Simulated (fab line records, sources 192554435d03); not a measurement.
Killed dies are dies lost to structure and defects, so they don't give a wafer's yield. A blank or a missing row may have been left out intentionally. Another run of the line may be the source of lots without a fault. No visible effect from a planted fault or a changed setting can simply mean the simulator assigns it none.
fab line records	flow n5_finfet
record: lots: 7	wafers: 39
route steps=1938 shown MIM_BOT_LITHO@1860
start_h: hours from the record's opening day to when the first of the lot's shown wafers began	wait_h: hours elapsed since this lot's preceding step	" unchanged from the row above	L1.1+2: several wafers, shown together as one row	- no value, or no start was given	* or withheld: withheld	< > ~ a bound
route shown NAME@n: names a module that has steps shown in the file, with the first one's number in the route	usual: mean/standard deviation taken from wafers without a fault	same: alike in all rows	chamber/n: place in a boat	sites: each site's reading	_std_site: their standard deviation	_edge_site: inner sites' mean taken away from outer sites' mean	radius_mm: for every site, how far away it sits from the centre of the wafer	mask NAME#n: copy n	behind: tool/chamber where the wafer was last shaped	hold: reason for holding the lot/hours on hold/outcome of the hold	device: transistor that didn't switch, given as n, p or np	end of line: tests of these same wafers at the route's end	where a step has no rows: the recipe by itself	killed: dies that structure and defects cost at the first sort, which is not the same as the wafer's yield	map: a wafer's dies, x killed, . not, _ none there
set.NAME: the setting as run; set.NAME@STEP: as run at that earlier step	model.NAME: the simulator's own value behind a step, which no gauge read
lots run with intentionally changed settings; tables by step, rows by wafer
== steps ==
step: N5_MIM_BOT_LITHO_DEVELOP_07
recipe: develop_time_s: 60	rinse_liquid: diw	dry: air_spin	dev_temp_c: 21
lot.wafer	tool	chamber	start_h	wait_h	set.develop_time_s
L076.1+2+3+4+5+6	litho_track-03	0	-	-	60
L078.2+4+6	litho_track-03	0	-	-	60
L081.1+2+5	litho_track-03	0	-	-	95.55
L081.3+4+6	"	0	"	"	60
L084.1+2+6	litho_track-03	0	-	-	33.4
L084.3+4+5	"	0	"	"	60
L087.1+2+3+4+5+6	litho_track-03	0	-	-	60
L090.1+2+3+4+5+6	litho_track-03	0	-	-	60
L096.1+2+3	litho_track-05	0	-	-	60
L096.4+5+6	"	0	"	"	40.53
step: N5_MIM_BOT_LITHO_HARDBAKE_09
recipe: temp_c: 130	time_s: 120
step: N5_MIM_BOT_LITHO_CD_MEAS_08
recipe: target_cd_nm: 3000	landing_energy_ev: 500	detector: se_inlens	polarity: opening
usual: cd_nm: 3000.1/1.9
lot.wafer	tool	chamber	start_h	wait_h	set.develop_time_s@MIM_BOT_LITHO_DEVELOP_07	cd_nm
L076.1	cd_sem-03	0	283.52	-	60	2996.5
L076.2	"	0	"	"	60	2996.8
L076.3	"	0	"	"	60	2995.6
L076.4	"	0	"	"	60	2999.0
L076.5	"	0	"	"	60	2995.5
L076.6	"	0	"	"	60	2995.8
L078.2	cd_sem-01	0	311.17	-	60	2999.8
L078.4	"	0	"	"	60	2998.4
L078.6	"	0	"	"	60	3002.4
L081.1	cd_sem-03	0	312.73	-	95.55	3007.5
L081.2	"	0	"	"	95.55	3009.1
L081.3	"	0	"	"	60	2999.7
L081.4	"	0	"	"	60	3001.6
L081.5	"	0	"	"	95.55	3007.0
L081.6	"	0	"	"	60	2998.9
L084.1	cd_sem-03	0	328.25	-	33.4	2989.1
L084.2	"	0	"	"	33.4	2989.3
L084.3	"	0	"	"	60	3000.1
L084.4	"	0	"	"	60	2998.9
L084.5	"	0	"	"	60	3003.1
L084.6	"	0	"	"	33.4	2988.9
L087.1	cd_sem-01	0	340.98	-	60	2997.7
L087.2	"	0	"	"	60	3003.7
L087.3	"	0	"	"	60	2999.6
L087.4	"	0	"	"	60	2999.0
L087.5	"	0	"	"	60	2999.8
L087.6	"	0	"	"	60	3000.3
L090.1	cd_sem-03	0	363.14	-	60	2997.2
L090.2	"	0	"	"	60	3001.9
L090.3	"	0	"	"	60	2998.6
L090.4	"	0	"	"	60	2997.5
L090.5	"	0	"	"	60	3000.4
L090.6	"	0	"	"	60	2998.6
L096.1	cd_sem-02	0	400.46	-	60	2998.9
L096.2	"	0	"	"	60	3001.2
L096.3	"	0	"	"	60	3001.7
L096.4	"	0	"	"	40.53	2992.6
L096.5	"	0	"	"	40.53	2994.8
L096.6	"	0	"	"	40.53	2992.9
== key ==
split: step: N5_MIM_BOT_LITHO_DEVELOP_07	setting: develop_time_s	stated: 60	by: wafer
response: step: N5_MIM_BOT_LITHO_CD_MEAS_08	reading: cd_nm	change: +0.185	per: 1%	r: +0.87
